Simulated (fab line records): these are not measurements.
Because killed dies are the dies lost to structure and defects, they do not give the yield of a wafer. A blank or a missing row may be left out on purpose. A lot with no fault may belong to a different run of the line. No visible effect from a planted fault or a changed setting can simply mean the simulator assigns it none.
The tool behind it: which one? || flow n5Finfet || 12 lots, 36 wafers sampled, at 1 step of a route of 1938

== WHAT THE GAUGES SHOWED, per wafer ==
N5_BEOL_M2_CD_MEAS_18: pitch 36 nm, target cd 18 nm.
{"lot": "L075", "measured": "day 7 03:05", "on": "cdSem-03", "cdNm (nm)": "17.5 17.7 18.3"}
{"lot": "L077", "measured": "day 7 04:20", "on": "cdSem-01", "cdNm (nm)": "18.2 18.2 17.2"}
{"lot": "L079", "measured": "day 8 03:53", "on": "cdSem-03", "cdNm (nm)": "18.1 18.0 17.7"}
{"lot": "L081", "measured": "day 8 05:46", "on": "cdSem-01", "cdNm (nm)": "17.8 18.1 18.1"}
{"lot": "L083", "measured": "day 8 22:17", "on": "cdSem-03", "cdNm (nm)": "18.2 18.0 17.5"}
{"lot": "L085", "measured": "day 9 20:52", "on": "cdSem-03", "cdNm (nm)": "18.5 17.8 17.6"}
{"lot": "L086", "measured": "day 10 05:09", "on": "cdSem-01", "cdNm (nm)": "17.8 18.6 18.1"}
{"lot": "L089", "measured": "day 10 11:08", "on": "cdSem-03", "cdNm (nm)": "17.9 17.7 17.6"}
{"lot": "L091", "measured": "day 11 04:56", "on": "cdSem-01", "cdNm (nm)": "17.9 18.3 17.9"}
{"lot": "L093", "measured": "day 11 11:58", "on": "cdSem-01", "cdNm (nm)": "18.2 18.1 18.5"}
{"lot": "L094", "measured": "day 11 19:55", "on": "cdSem-02", "cdNm (nm)": "17.9 17.7 18.0"}
{"lot": "L097", "measured": "day 12 20:31", "on": "cdSem-02", "cdNm (nm)": "17.7 18.4 18.3"}

== TOOL THAT RAN EACH LOT (tool first, then ch and the chambers of the sampled wafers, then the start) ==
No process step before these readings appears in the record.

== THE ANSWER, worked out from the rows above alone ==
Rule: the lots themselves supply what counts as usual. The widest of any qualifying gaps counts: lots, ordered by their means at a reading, are off when they make up no more than a third of the lots, leave a main group of 4 or more, and stand apart from it by 3 or more times the standard deviation of that group's means. A main group whose means are all the same, to the digits that the tables above print for the reading, isn't used. A lot without any number at a reading at which 4 lots or more have one is off too. The other lots that the step has rows for count as sound.
Nothing can be told from this: no lot is off at any reading shown.

== WHAT HAD BEEN PUT IN BY THE SIMULATOR ==
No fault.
